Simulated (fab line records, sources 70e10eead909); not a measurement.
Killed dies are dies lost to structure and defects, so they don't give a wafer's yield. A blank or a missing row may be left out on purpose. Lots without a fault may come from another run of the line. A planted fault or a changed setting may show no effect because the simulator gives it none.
fab line records | flow nand_harc
record lots=6 wafers=18 last_day=32
route steps=1302 shown A_SLIT@932 A_SIN_REMOVE@947 A_WL_FILL@952 END@1302
lots that met no fault: from a run of the same line without faults
start_h: hours from the record's first day to the start of the lot's first wafer shown | wait_h: hours since the lot's step before | " the same as in the row above | L1.1+2: a row that stands for several wafers | - no value, or no start given | * or withheld: withheld | < > ~ a bound
route shown NAME@n: a module of which the file shows steps, and the number in the route of the first | usual: mean/standard deviation of fault-free wafers | same: alike in all rows | chamber/n: place in a boat | sites: the reading at each site | _std_site: their standard deviation | _edge_site: outer sites' mean less inner sites' | radius_mm: how far each site lies from the wafer's centre | mask NAME#n: copy n | behind: the tool/chamber that last shaped the wafer | hold: why the lot was held/for how many hours/how that ended | device: the transistor (n, p or np) that didn't switch | end of line: the same wafers' tests at the end of the route | a step without rows: its recipe alone | killed: dies lost to structure and defects at the first sort, not the wafer's yield | map: a wafer's dies, x killed, . not, _ none there
set.NAME: the setting as run; set.NAME@STEP: as run at that earlier step | model.NAME: the simulator's own value behind a step, which no gauge read
lots at some steps of the route; a table a step, a row a wafer
services: from which hour (start_h, from the record's first day; less than 0 if before it) a tool's chamber was out of use, for how many hours, and why
## steps
# step NHARC_A_SLIT_DEVELOP_08
# recipe develop_time_s=35 dev_temp_c=23
# step NHARC_A_SLIT_CD_MEAS_09
# recipe target_cd_nm=300 landing_energy_ev=500
# usual cd_nm=299.9/0.72
# columns lot.wafer tool chamber start_h wait_h cd_nm
L461.2 cd_sem-02 0 453.77 - 299.4
L461.4 " 0 " " 298.8
L461.6 " 0 " " 299.3
L465.1 cd_sem-03 0 512.57 - 299.2
L465.3 " 0 " " 300.9
L465.5 " 0 " " 299.6
L468.1 cd_sem-02 0 522.68 - 299.1
L468.4 " 0 " " 299.2
L468.5 " 0 " " 299.1
L470.2 cd_sem-02 0 541.93 - 300.4
L470.4 " 0 " " 300.0
L470.6 " 0 " " 299.9
L475.2 cd_sem-02 0 618.74 - 300.0
L475.4 " 0 " " 299.8
L475.6 " 0 " " 300.9
L480.2 cd_sem-03 0 650.29 - 299.8
L480.3 " 0 " " 300.3
L480.6 " 0 " " 299.9
# step NHARC_A_SLIT_OVL_MEAS_10
# usual overlay_x_nm=-0.2/0.89 overlay_y_nm=0.0/0.79
# columns lot.wafer tool chamber start_h wait_h overlay_x_nm overlay_y_nm
L461.2 overlay-02 - 453.86 - 0.9 -1.2
L461.4 " - " " 1.2 -0.6
L461.6 " - " " 1.5 -0.6
L465.1 overlay-02 - 512.66 - -1.0 0.8
L465.3 " - " " -0.4 0.5
L465.5 " - " " -0.7 0.8
L468.1 overlay-01 - 522.77 - -0.1 -0.6
L468.4 " - " " -0.5 -0.5
L468.5 " - " " 0.0 -0.9
L470.2 overlay-01 - 542.02 - 0.7 0.8
L470.4 " - " " 0.5 0.6
L470.6 " - " " 0.6 0.7
L475.2 overlay-01 - 618.82 - -0.5 1.2
L475.4 " - " " -0.8 0.9
L475.6 " - " " -0.6 1.4
L480.2 overlay-01 - 650.38 - -0.1 -1.0
L480.3 " - " " -0.1 -0.9
L480.6 " - " " -0.6 -0.6
# step NHARC_A_SLIT_INSPECT_11
# usual raw_defect_count=67/31
# columns lot.wafer tool chamber start_h wait_h raw_defect_count
L461.2 defect_inspect-01 - 453.90 0.0 77
L461.4 " - " " 56
L461.6 " - " " 66
L465.1 defect_inspect-02 - 512.69 0.0 77
L465.3 " - " " 86
L465.5 " - " " 76
L468.1 defect_inspect-01 - 522.80 0.0 81
L468.4 " - " " 76
L468.5 " - " " 73
L470.2 defect_inspect-02 - 542.05 0.0 76
L470.4 " - " " 82
L470.6 " - " " 81
L475.2 defect_inspect-02 - 618.86 0.0 98
L475.4 " - " " 104
L475.6 " - " " 105
L480.2 defect_inspect-02 - 650.41 0.0 38
L480.3 " - " " 30
L480.6 " - " " 31
# step NHARC_A_SLIT_DESCUM_14
# recipe time_s=3 o2_flow_sccm=200 ar_flow_sccm=0 bias_power_w=0 chemistry=O2
# usual drypump_motor_current_A=5.6/0.54 oes_product_au=1.002/0.013 rf_vpp_V=58.1/0.89 showerhead_plenum_p_Torr=1.99/0.071 throttle_valve_pct=11.311/0.0096
# columns lot.wafer tool chamber start_h wait_h drypump_motor_current_A oes_product_au rf_hours_counter_h rf_vpp_V showerhead_plenum_p_Torr throttle_valve_pct
L461.4 rie_diel-11 0 453.97 0.1 5.6 0.997 0.6 56.5 1.93 11.316
L461.2 " 1 " " 4.9 0.973 1.1 57.9 1.98 11.320
L461.6 " 3 " " 5.5 1.024 - 57.1 2.04 11.308
L465.3 rie_diel-03 3 512.76 0.1 5.7 0.993 2.4 60.0 2.04 11.308
L465.1 " 0 " " 5.2 1.006 2.6 57.1 2.02 11.314
L465.5 " 3 " " 5.7 0.994 - 57.7 2.04 11.315
L468.1 rie_diel-11 0 522.89 0.1 5.6 1.000 4.5 55.1 1.93 11.319
L468.4 " 3 " " 5.5 1.011 - 59.5 2.04 11.307
L468.5 " 0 " " 5.6 1.006 - 58.2 1.93 11.298
L470.4 rie_diel-11 2 542.11 0.1 6.6 0.999 4.4 57.3 1.87 11.281
L470.2 " 1 " " 4.9 0.974 6.2 59.6 1.97 11.310
L470.6 " 2 " " 6.6 0.995 - 58.0 1.87 11.320
L475.2 rie_diel-03 2 618.92 0.1 5.5 1.006 8.6 58.6 1.98 11.306
L475.4 " 0 " " 5.2 1.017 8.9 58.5 2.02 11.316
L475.6 " 2 " " 5.5 1.012 - 56.6 1.98 11.306
L480.3 rie_diel-03 0 650.48 0.1 5.2 1.010 0.1 58.4 2.02 11.313
L480.2 " 2 " " 5.5 1.006 0.1 59.6 1.98 11.303
L480.6 " 3 " " 5.7 0.996 - 57.9 2.04 11.315
# step NHARC_A_SLIT_ETCH_24
# recipe target_depth_a=1210 time_s=60.5 cf4_flow_sccm=100 chf3_flow_sccm=30 ar_flow_sccm=0 rf_w=500 bias_w=200 chemistry=CF4/CHF3
# usual drypump_motor_current_A=5.6/0.54 oes_product_au=0.966/0.02 rf_vpp_V=372.4/2.2 showerhead_plenum_p_Torr=1.63/0.057 throttle_valve_pct=16.801/0.0084
# columns lot.wafer tool chamber start_h wait_h drypump_motor_current_A oes_product_au rf_hours_counter_h rf_vpp_V showerhead_plenum_p_Torr throttle_valve_pct
L461.2 rie_diel-11 2 454.05 0.1 6.6 0.985 1.1 369.0 1.54 16.798
L461.4 " 3 " " 5.5 0.975 0.6 373.2 1.67 16.803
L461.6 " 1 " " 4.9 0.954 - 372.8 1.62 16.801
L465.3 rie_diel-03 1 512.85 0.1 6.1 0.966 2.7 367.1 1.49 16.784
L465.1 " 2 " " 5.5 0.965 2.4 373.7 1.63 16.804
L465.5 " 0 " " 5.2 0.982 - 371.2 1.66 16.803
L468.1 rie_diel-11 1 522.98 0.1 4.9 0.931 4.8 372.4 1.62 16.801
L468.4 " 1 " " 4.9 0.942 - 371.5 1.62 16.795
L468.5 " 3 " " 5.5 0.982 - 373.0 1.67 16.804
L470.2 rie_diel-11 1 542.20 0.1 4.9 0.939 6.2 371.6 1.62 16.802
L470.4 " 0 " " 5.6 0.965 5.9 371.2 1.58 16.793
L470.6 " 1 " " 4.9 0.943 - 372.2 1.62 16.816
L475.4 rie_diel-03 2 619.01 0.1 5.5 0.961 8.7 371.5 1.63 16.805
L475.2 " 0 " " 5.2 0.965 8.9 373.9 1.65 16.788
L475.6 " 1 " " 6.2 0.981 - 367.2 1.49 16.794
L480.3 rie_diel-03 3 650.56 0.1 5.6 0.963 0.0 373.3 1.67 16.797
L480.2 " 0 " " 5.2 0.982 0.1 373.6 1.65 16.807
L480.6 " 2 " " 5.5 0.990 - 374.9 1.63 16.794
# step NHARC_A_SLIT_ETCH_15
# recipe target_depth_a=62000 over_etch_frac=0.3 time_s=1612 ion_energy_ev=150 o2_flow_sccm=400 cos_flow_sccm=20 ar_flow_sccm=0 rf_w=500 bias_w=300 chemistry=O2/COS
# usual drypump_motor_current_A=5.6/0.54 oes_product_au=1.002/0.014 rf_vpp_V=315.7/1.8 showerhead_plenum_p_Torr=3.23/0.11 throttle_valve_pct=28.330/0.01
# columns lot.wafer tool chamber start_h wait_h drypump_motor_current_A oes_product_au rf_hours_counter_h rf_vpp_V showerhead_plenum_p_Torr throttle_valve_pct
L461.2 rie_diel-11 0 - - 5.6 0.986 0.8 312.0 3.14 28.340
L461.4 " 1 " " 4.9 0.981 1.3 316.2 3.22 28.322
L461.6 " 0 " " 5.6 0.983 - 315.6 3.14 28.338
L465.3 rie_diel-03 3 - - 5.7 1.009 2.6 316.3 3.32 28.350
L465.1 " 1 " " 6.2 1.000 2.9 312.1 2.96 28.322
L465.5 " 3 " " 5.6 1.000 - 317.6 3.32 28.326
L468.1 rie_diel-11 1 - - 4.9 0.979 5.0 316.1 3.21 28.332
L468.4 " 1 " " 4.9 0.975 - 315.3 3.21 28.316
L468.5 " 3 " " 5.5 1.018 - 316.7 3.31 28.323
L470.4 rie_diel-11 0 - - 5.6 1.004 6.1 312.8 3.14 28.331
L470.2 " 2 " " 6.6 0.984 4.6 312.3 3.05 28.331
L470.6 " 3 " " 5.5 1.011 - 317.3 3.31 28.320
L475.2 rie_diel-03 3 - - 5.7 1.012 8.9 316.9 3.32 28.322
L475.4 " 2 " " 5.5 1.005 8.9 315.1 3.23 28.349
L475.6 " 0 " " 5.2 1.006 - 317.1 3.28 28.335
L480.3 rie_diel-03 1 - - 6.2 0.990 0.3 312.3 2.96 28.331
L480.2 " 2 " " 5.5 1.011 0.3 316.6 3.23 28.328
L480.6 " 2 " " 5.5 1.010 - 317.1 3.23 28.320
# step NHARC_A_SLIT_ETCH_17
# recipe bias_v=900 source_w=withheld pressure_mtorr=20 ar_flow_sccm=375 c4f8_flow_sccm=83.3 o2_flow_sccm=41.7 time_s=4254.5 target_depth_a=2.03e+05 chemistry=C4F8/O2/Ar
# usual drypump_motor_current_A=5.29/0.2 showerhead_plenum_p_Torr=3.75/0.16 throttle_valve_pct=32.046/0.0091
# columns lot.wafer tool chamber start_h wait_h drypump_motor_current_A rf_hours_counter_h showerhead_plenum_p_Torr throttle_valve_pct
L461.2 har_etch-02 1 455.81 - 5.28 31 3.92 32.048
L461.4 " 0 " " 5.45 - 3.92 32.049
L461.6 " 0 457.63 - 5.44 - 3.92 32.046
L465.1 har_etch-02 1 514.64 - 5.25 69 3.90 32.047
L465.3 " 0 516.45 - 5.44 - 3.90 32.062
L465.5 " 0 517.66 - 5.45 - 3.90 32.057
L468.1 har_etch-01 0 525.54 - 5.46 291 3.53 32.048
L468.4 " 0 526.74 - 5.41 - 3.53 32.053
L468.5 " 1 " " 4.92 - 3.63 32.039
L470.2 har_etch-02 1 543.98 - 5.24 84 3.89 32.039
L470.4 " 0 " " 5.48 - 3.89 32.055
L470.6 " 0 545.81 - 5.48 - 3.89 32.040
L475.2 har_etch-02 0 620.17 - 5.44 130 3.87 32.035
L475.4 " 1 622.01 - 5.31 - 3.87 32.037
L475.6 " 1 623.23 - 5.30 - 3.87 32.028
L480.2 har_etch-01 1 652.33 - 4.92 364 3.59 32.063
L480.3 " 1 653.53 - 4.93 - 3.59 32.042
L480.6 " 0 " " 5.44 - 3.49 32.046
# step NHARC_A_SLIT_ETCH_26
# recipe bias_v=400 source_w=2000 pressure_mtorr=25 time_s=90 ar_flow_sccm=375 c4f8_flow_sccm=41.7 o2_flow_sccm=83.3 target_depth_a=4000 chemistry=C4F8/O2/Ar
# usual drypump_motor_current_A=5.29/0.19 showerhead_plenum_p_Torr=3.78/0.17 throttle_valve_pct=27.619/0.009
# columns lot.wafer tool chamber start_h wait_h drypump_motor_current_A rf_hours_counter_h showerhead_plenum_p_Torr throttle_valve_pct
L461.2 har_etch-02 1 458.88 2.5 5.25 34 3.96 27.607
L461.4 " 0 " " 5.46 - 3.96 27.628
L461.6 " 0 " " 5.46 - 3.96 27.613
L465.1 har_etch-02 1 518.27 3.0 5.29 72 3.94 27.623
L465.3 " 0 " " 5.44 - 3.94 27.622
L465.5 " 0 " " 5.46 - 3.94 27.616
L468.1 har_etch-01 0 528.58 2.4 5.46 294 3.56 27.620
L468.4 " 0 " " 5.40 - 3.56 27.627
L468.5 " 1 " " 4.96 - 3.66 27.607
L470.2 har_etch-02 1 547.06 2.5 5.30 87 3.93 27.622
L470.4 " 0 " " 5.45 - 3.93 27.615
L470.6 " 0 " " 5.45 - 3.93 27.622
L475.2 har_etch-02 0 623.85 3.1 5.47 133 3.90 27.615
L475.4 " 1 " " 5.26 - 3.90 27.613
L475.6 " 1 " " 5.27 - 3.90 27.624
L480.2 har_etch-01 1 655.36 2.4 4.92 367 3.62 27.624
L480.3 " 1 " " 4.95 - 3.62 27.623
L480.6 " 0 " " 5.41 - 3.52 27.625
# step NHARC_A_SLIT_STRIP_28
# recipe o2_flow_sccm=400 cos_flow_sccm=20 ar_flow_sccm=0 bias_w=0 chemistry=O2/COS
# step NHARC_A_SLIT_ETCH_29
# recipe target_depth_a=1000 overetch_a=100 time_s=55 ion_energy_ev=100 cf4_flow_sccm=80 o2_flow_sccm=20 ar_flow_sccm=0 rf_w=300 bias_w=100 chemistry=CF4/O2
# step NHARC_A_SLIT_STRIP_18
# recipe o2_flow_sccm=500 ar_flow_sccm=0 bias_w=0 chemistry=O2
# step NHARC_A_SLIT_PRECLEAN_19
# recipe time_s=* temp_c=50 bath_age_min=0 chemistry=SC1
# usual diw_flow_mL_min=1415/4.7
# columns lot.wafer tool chamber start_h wait_h diw_flow_mL_min
L461.6 wet_bench-09 3 460.13 - 1412
L461.2 " 5 " " 1409
L461.4 " 0 " " 1414
L465.3 wet_bench-02 6 519.55 - 1416
L465.5 " 7 " " 1412
L465.1 " 0 " " 1422
L468.5 wet_bench-02 1 529.85 - 1409
L468.1 " 2 " " 1409
L468.4 " 3 " " 1415
L470.2 wet_bench-02 2 548.32 - 1411
L470.4 " 4 " " 1414
L470.6 " 5 " " 1414
L475.6 wet_bench-03 7 625.12 - 1418
L475.2 " 2 " " 1407
L475.4 " 4 " " 1416
L480.6 wet_bench-03 1 656.61 - 1418
L480.2 " 2 " " 1416
L480.3 " 6 " " 1413
# step NHARC_A_SLIT_SRD_20
# step NHARC_A_SLIT_CD_MEAS_21
# usual cd_nm=289.7/1.2
# columns lot.wafer tool chamber start_h wait_h cd_nm
L461.2 cd_sem-01 - 460.27 - 287.6
L461.4 " - " " 290.1
L461.6 " - " " 289.3
L465.1 cd_sem-03 - 519.69 - 287.8
L465.3 " - " " 288.9
L465.5 " - " " 289.4
L468.1 cd_sem-01 - 529.98 - 286.3
L468.4 " - " " 288.5
L468.5 " - " " 288.3
L470.2 cd_sem-03 - 548.49 0.1 290.6
L470.4 " - " " 289.6
L470.6 " - " " 291.9
L475.2 cd_sem-03 - 625.27 - 290.5
L475.4 " - " " 289.8
L475.6 " - " " 289.9
L480.2 cd_sem-03 - 656.75 - 292.7
L480.3 " - " " 291.1
L480.6 " - " " 291.1
# step NHARC_A_SIN_REMOVE_WET_00
# recipe temp_c=160 time_s=15300 chemistry=H3PO4
# step NHARC_A_SIN_REMOVE_PRECLEAN_01
# recipe time_s=* temp_c=50 bath_age_min=0 chemistry=SC1
# step NHARC_A_SIN_REMOVE_SRD_02
# step NHARC_A_SIN_REMOVE_INSPECT_04
# usual raw_defect_count=390/73
# columns lot.wafer tool chamber start_h wait_h raw_defect_count
L461.2 defect_inspect-01 - 466.86 0.0 321
L461.4 " - " " 360
L461.6 " - " " 453
L465.1 defect_inspect-01 - 526.29 0.0 539
L465.3 " - " " 386
L465.5 " - " " 383
L468.1 defect_inspect-02 - 537.54 0.0 1369
L468.4 " - " " 1326
L468.5 " - " " 1427
L470.2 defect_inspect-02 - 555.03 0.0 1303
L470.4 " - " " 1416
L470.6 " - " " 1407
L475.2 defect_inspect-02 - 631.89 0.0 490
L475.4 " - " " 371
L475.6 " - " " 370
L480.2 defect_inspect-01 - 663.42 0.0 389
L480.3 " - " " 383
L480.6 " - " " 301
# step NHARC_A_WL_FILL_ALD_00
# recipe target_thk_a=30 pulse_time_s=3 ald_cycles=30 temp_c=300 material=Al2O3
# step NHARC_END_SORT_01
# recipe temp_c=25
# usual killed_at_array=64/20 killed_at_other=0.7/1.1 killed_at_periphery=3.6/2.7 killed_dies=68/20 killed_open=2.8/1.9 killed_short=2.3/1.5
# same gross_dies=677
# columns lot.wafer tool chamber start_h wait_h killed_at_array killed_at_other killed_at_periphery killed_dies killed_open killed_short
L468.1 prober-02 0 645.55 2.5 160 1 1 162 3 3
L468.4 prober-02 0 647.98 3.4 135 0 1 136 1 1
L468.5 prober-02 0 648.79 3.7 181 0 2 183 7 2
L470.2 prober-01 0 654.13 2.8 152 3 3 158 4 2
L470.4 prober-01 0 655.75 3.4 129 3 2 134 2 3
L470.6 prober-01 0 657.37 4.0 149 1 4 154 1 3
# killed by level:class
L468.1 A_SLIT:unspecified=87 A_CHANNEL_HOLE_D1:chamber_film_flake=35 A_SLIT:chamber_film_flake=22 A_CHANNEL_HOLE_D2:chamber_film_flake=5 A_CONTACT:chamber_film_flake=3 A_SOURCE_PLATE:geometric_particle:open=1 A_ONON_D2:geometric_particle:short=1 A_CHANNEL_FILL_D2:geometric_particle:open=1
L468.4 A_SLIT:unspecified=54 A_CHANNEL_HOLE_D1:chamber_film_flake=41 A_SLIT:chamber_film_flake=27 A_CHANNEL_HOLE_D2:chamber_film_flake=6 A_CONTACT:chamber_film_flake=3 A_ONON_D1:geometric_particle:short=1 A_BLC:geometric_particle:open=1 P_ZERO_WELL:chamber_film_flake=1
L468.5 A_SLIT:unspecified=98 A_CHANNEL_HOLE_D1:chamber_film_flake=30 A_SLIT:chamber_film_flake=27 A_CHANNEL_HOLE_D2:chamber_film_flake=7 A_CONTACT:chamber_film_flake=4 A_CHANNEL_FILL_D2:chamber_film_flake=3 A_STAIRCASE:chamber_film_flake=3 A_M0:geometric_particle:open=2
L470.2 A_SLIT:unspecified=94 A_CHANNEL_HOLE_D1:chamber_film_flake=30 A_CHANNEL_HOLE_D2:chamber_film_flake=8 A_M0:chamber_film_flake=5 A_SLIT:chamber_film_flake=4 A_CONTACT:chamber_film_flake=4 THIN_TSV:chamber_film_flake=3 A_CHANNEL_FILL_D2:geometric_particle:open=2
L470.4 A_SLIT:unspecified=63 A_CHANNEL_HOLE_D1:chamber_film_flake=40 A_CHANNEL_HOLE_D2:chamber_film_flake=15 THIN_TSV:chamber_film_flake=3 A_STAIRCASE:chamber_film_flake=2 A_M0:chamber_film_flake=2 P_M1:geometric_particle:open=1 A_ONON_D1:geometric_particle:short=1
L470.6 A_SLIT:unspecified=86 A_CHANNEL_HOLE_D1:chamber_film_flake=37 A_CHANNEL_HOLE_D2:chamber_film_flake=11 A_CONTACT:chamber_film_flake=6 P_ZERO_WELL:chamber_film_flake=3 A_CHANNEL_FILL_D2:geometric_particle:short=2 A_CHANNEL_FILL_D2:chamber_film_flake=2 A_STAIRCASE:chamber_film_flake=2
# map L468.5 (x killed, . not)
____________.____________
_________......._________
_______..........._______
______..........x..______
_____..............._____
____.................____
____.x..x............____
___.........x......x..___
___...................___
__.....................__
__.....................__
_...xx........x....x...._
_..x.........x.......x.._
_x.xxx..............xxx._
_..xx..x...x......xxxxxx_
_xxxxx...........xxxxxxx_
..xxxxx.........xxxxxxxxx
x.x...x........xxxxxxxxxx
.xxxxxx.x..x....xxxxxxxxx
...xxxx.x.......xxxxxxxxx
...x.xxx.........xxxxxxxx
_xx.xxxxx.......x.xxxxxx_
_x.xxxx.x.......xxxxxxxx_
_..xxxxx.x..x....xxxxxxx_
_...xxxx........xxxxxxxx_
_...xxx.x.........xx.xx._
__..xx..xxx.........x.x__
__.....................__
___...............x...___
___...................___
____.................____
____........x.......x____
_____..............._____
______.............______
_______..........._______
_________......._________
____________.____________
# map L470.2 (x killed, . not)
____________.____________
_________......._________
_______..........._______
______x............______
_____.......x......._____
____.....x...........____
____...x.x.xx..x.....____
___......xxxx....x....___
___.......xxxx.......x___
__.......xxxx.x........__
__......x.xxx..........__
_x.......xx.x.x........._
_.........xx..x...x....._
_........xxx.....x......_
_......................._
_....x.................._
.......x..x..............
.....xx.x................
.................x.......
....xx.x..xx.x...........
...xxxxxxxxx.............
_.....xxxxxxx..........._
_.xxxxxxxxxx............_
_..xxxxxxxxx............_
_xxxxxxxxxxxxx...x......_
_....xxxxxxx.x..x......._
__.xxxxxxxxxx..........__
__...xxxxxxxx..........__
___.xxxxxxxxxx........___
___.xxxxxxxxx.........___
____.xxxxxxx.........____
____....x..x.........____
_____.....x........._____
______.............______
_______..........._______
_________......._________
____________.____________
## services
# columns tool chamber start_h hours kind
wet_bench-09 - 431.24 3.9 repair
rie_diel-11 - 432.50 9.0 pm
rie_diel-11 0 432.50 9.0 vent_cycle
rie_diel-11 1 432.50 9.0 vent_cycle
rie_diel-11 2 432.50 9.0 vent_cycle
rie_diel-11 3 432.50 9.0 vent_cycle
rie_diel-03 0 437.30 - clean
wet_bench-02 - 446.10 0.5 repair
rie_diel-03 - 458.30 9.0 pm
rie_diel-11 2 472.17 13.9 repair
rie_diel-11 - 498.38 18.5 repair
rie_diel-11 2 520.48 8.3 repair
wet_bench-09 - 528.80 8.0 pm
wet_bench-03 - 549.06 2.4 repair
rie_diel-11 2 550.39 5.2 repair
wet_bench-02 - 551.05 4.9 repair
wet_bench-03 - 562.40 8.0 pm
rie_diel-11 3 593.15 1.6 repair
wet_bench-02 - 596.00 8.0 pm
rie_diel-11 - 609.50 9.0 pm
rie_diel-03 - 635.30 9.0 pm
wet_bench-02 - 635.99 1.7 repair
rie_diel-03 3 645.45 1.9 repair
har_etch-02 - 645.61 8.0 repair
## key
first_sign step=NHARC_A_SIN_REMOVE_INSPECT_04 reading=raw_defect_count direction=up sigmas=13 usual=390 struck=1375
effect step=NHARC_END_SORT_01 reading=killed_at_array direction=up sigmas=4.4 usual=64 struck=151
more_kills_born_at NHARC_A_SLIT_PRECLEAN_19@wet_bench-02=482
met_at NHARC_A_SLIT_PRECLEAN_19
struck_wafers L468.1,L468.4,L468.5,L470.2,L470.4,L470.6
tester_left_out L468,L470
onset_between 519.55 529.85
also_fits NHARC_A_SLIT_DESCUM_14:rie_diel-11,NHARC_A_SLIT_ETCH_24:rie_diel-11,NHARC_A_SLIT_ETCH_15:rie_diel-11
fault kind=chamber_particle_source tool=wet_bench-02 chamber=- onset_h=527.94 steps=NHARC_A_SLIT_PRECLEAN_19 rate_per_visit_cm2=1.5818 end_h=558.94
# tester_left_out: of these lots the tester's yield and bins aren't shown, on N5 and GAA mostly nor the transistor test; their killed dies are dies lost to structure and defects alone, not to doping, threshold or leakage, so they don't give the yield
